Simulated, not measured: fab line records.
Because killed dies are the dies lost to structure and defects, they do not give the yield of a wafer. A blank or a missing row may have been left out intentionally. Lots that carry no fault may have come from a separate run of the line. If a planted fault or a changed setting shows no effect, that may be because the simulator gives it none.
Chamber matching / flow n5 finfet / rie diel-05 running N5_SD_EPI_N_DESCUM_14: 4 sister chambers
The step chemistry O2, time 7.9 s. 8 wafers are shown with their chamber, then 9 later ones without.

== WAFERS PAIRED WITH THEIR CHAMBERS ==
wafer=L081.4; chamber=0; drypump motor current A (A)=5.2; showerhead plenum p Torr (Torr)=2.04
wafer=L090.5; chamber=1; drypump motor current A (A)=4.9; showerhead plenum p Torr (Torr)=2.06
wafer=L091.2; chamber=2; drypump motor current A (A)=5.6; showerhead plenum p Torr (Torr)=2.11
wafer=L091.5; chamber=2; drypump motor current A (A)=5.6; showerhead plenum p Torr (Torr)=2.11
wafer=L091.6; chamber=3; drypump motor current A (A)=5.4; showerhead plenum p Torr (Torr)=2.08
wafer=L092.4; chamber=3; drypump motor current A (A)=5.4; showerhead plenum p Torr (Torr)=2.08
wafer=L092.5; chamber=0; drypump motor current A (A)=5.2; showerhead plenum p Torr (Torr)=2.03
wafer=L092.6; chamber=1; drypump motor current A (A)=4.8; showerhead plenum p Torr (Torr)=2.06

== WAFERS MISSING THEIR CHAMBER ==
wafer=L094.1; drypump motor current A (A)=5.4; showerhead plenum p Torr (Torr)=2.07
wafer=L094.4; drypump motor current A (A)=5.3; showerhead plenum p Torr (Torr)=2.03
wafer=L094.5; drypump motor current A (A)=5.3; showerhead plenum p Torr (Torr)=2.03
wafer=L095.1; drypump motor current A (A)=5.6; showerhead plenum p Torr (Torr)=2.11
wafer=L095.3; drypump motor current A (A)=5.3; showerhead plenum p Torr (Torr)=2.02
wafer=L095.4; drypump motor current A (A)=5.4; showerhead plenum p Torr (Torr)=2.07
wafer=L096.3; drypump motor current A (A)=4.8; showerhead plenum p Torr (Torr)=2.06
wafer=L096.4; drypump motor current A (A)=5.6; showerhead plenum p Torr (Torr)=2.11
wafer=L096.6; drypump motor current A (A)=4.8; showerhead plenum p Torr (Torr)=2.06

== CHAMBER TAKEN BY EACH ==
wafer=L094.1; from the rows above=3; in truth=3
wafer=L094.4; from the rows above=0; in truth=0
wafer=L094.5; from the rows above=0; in truth=0
wafer=L095.1; from the rows above=2; in truth=2
wafer=L095.3; from the rows above=0; in truth=0
wafer=L095.4; from the rows above=3; in truth=3
wafer=L096.3; from the rows above=1; in truth=1
wafer=L096.4; from the rows above=2; in truth=2
wafer=L096.6; from the rows above=1; in truth=1
Correctly placed: 9 of 9. Can't be placed from these rows: 0. 0 placed wrongly.
How it was worked out, from the rows above alone: a wafer's distance from a chamber is the root of the sum, over the readings, of the square of ((its reading less the chamber's mean) divided by the reading's scatter). The wafer belongs to the nearest chamber; if the next one is less than 2 further off, it can't be placed. For every chamber, the mean is computed from those of its wafers that are shown. The scatter: the root of (the sum of the squares of (reading less its chamber's mean) over the shown wafers, divided by (wafers less chambers)).
